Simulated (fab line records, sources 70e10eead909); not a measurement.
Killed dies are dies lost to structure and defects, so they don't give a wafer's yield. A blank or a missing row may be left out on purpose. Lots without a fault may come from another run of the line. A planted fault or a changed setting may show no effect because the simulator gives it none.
Which tool did it? | flow nand_harc | 14 lots, 42 wafers sampled, at 2 steps of a route of 1302

WHAT THE GAUGES READ, wafer by wafer
NHARC_A_START_INSPECT_01. Usual: raw_defect_count 3.8, standard deviation 2.
lot  | measured     | on                | raw_defect_count | flag
L652 | day 6 19:52  | defect_inspect-01 | 3 2 2            |
L654 | day 7 09:11  | defect_inspect-01 | 8 5 4            |
L655 | day 8 00:43  | defect_inspect-02 | 4 7 7            |
L656 | day 8 01:41  | defect_inspect-01 | 2 7 6            |
L657 | day 8 14:06  | defect_inspect-01 | 5 6 6            |
L658 | day 9 04:26  | defect_inspect-01 | 2 3 6            |
L663 | day 11 02:57 | defect_inspect-01 | 5 4 5            |
L664 | day 11 15:26 | defect_inspect-02 | 4 1 5            |
L665 | day 12 00:45 | defect_inspect-02 | 5 7 7            |
L669 | day 14 00:05 | defect_inspect-01 | 5 1 4            |
L671 | day 14 17:48 | defect_inspect-02 | 7 3 2            |
L672 | day 15 05:15 | defect_inspect-02 | 4 3 4            |
L674 | day 15 22:05 | defect_inspect-01 | 1 1 2            |
L675 | day 16 09:16 | defect_inspect-01 | 3 5 6            |

NHARC_A_ONON_D1_THK_MEAS_34: measures by ellipsometry. Usual: thk_nm 200.1 nm, standard deviation 2.7.
lot  | measured     | on            | thk_nm (nm)       | flag
L652 | day 8 07:01  | film_metro-02 | 203.7 201.9 202.9 |
L654 | day 8 21:49  | film_metro-02 | 198.4 201.9 208.3 |
L655 | day 9 12:22  | film_metro-01 | 198.3 199.0 202.5 |
L656 | day 9 12:29  | film_metro-02 | 196.3 194.9 200.3 |
L657 | day 10 07:06 | film_metro-01 | 199.8 201.3 204.7 |
L658 | day 10 18:07 | film_metro-02 | 203.2 204.0 201.9 |
L663 | day 12 18:32 | film_metro-01 | 199.5 198.7 200.8 |
L664 | day 13 03:42 | film_metro-02 | 196.2 197.2 199.9 |
L665 | day 13 12:42 | film_metro-02 | 197.6 198.5 203.3 |
L669 | day 15 15:51 | film_metro-01 | 196.3 200.3 199.5 |
L671 | day 16 08:58 | film_metro-01 | 204.4 201.1 200.5 |
L672 | day 16 20:52 | film_metro-01 | 197.3 201.7 198.0 |
L674 | day 17 20:52 | film_metro-02 | 200.3 196.9 204.2 |
L675 | day 17 20:51 | film_metro-01 | 197.0 195.8 202.8 |

WHICH TOOL RAN EACH LOT (tool, then ch and the chambers of the sampled wafers, then the start)
The record holds no process step before these readings.

WHAT THE TOOLS THEMSELVES READ (means of the sampled wafers that have a number; where no wafer has one, the mark that the record gives instead)
The record holds no such reading with a usual standard deviation.

THE ANSWER, worked out from the rows above alone
Rule: a lot is off if the mean of its wafers that have a number lies more than 3 standard deviations from the usual mean. A lot without any number at a reading at which 4 lots or more have one is off too. The other lots that the step has rows for count as sound. The gauges are gone through in route order, then the tools' own readings, and for those a lot's mean is taken as printed above. The first step at which some lot is off is used, and at that step the reading that is off furthest; a lot without a number counts as furthest.
No lot is off at any reading shown: from this, nothing can be told.

WHAT THE SIMULATOR HAD PUT IN
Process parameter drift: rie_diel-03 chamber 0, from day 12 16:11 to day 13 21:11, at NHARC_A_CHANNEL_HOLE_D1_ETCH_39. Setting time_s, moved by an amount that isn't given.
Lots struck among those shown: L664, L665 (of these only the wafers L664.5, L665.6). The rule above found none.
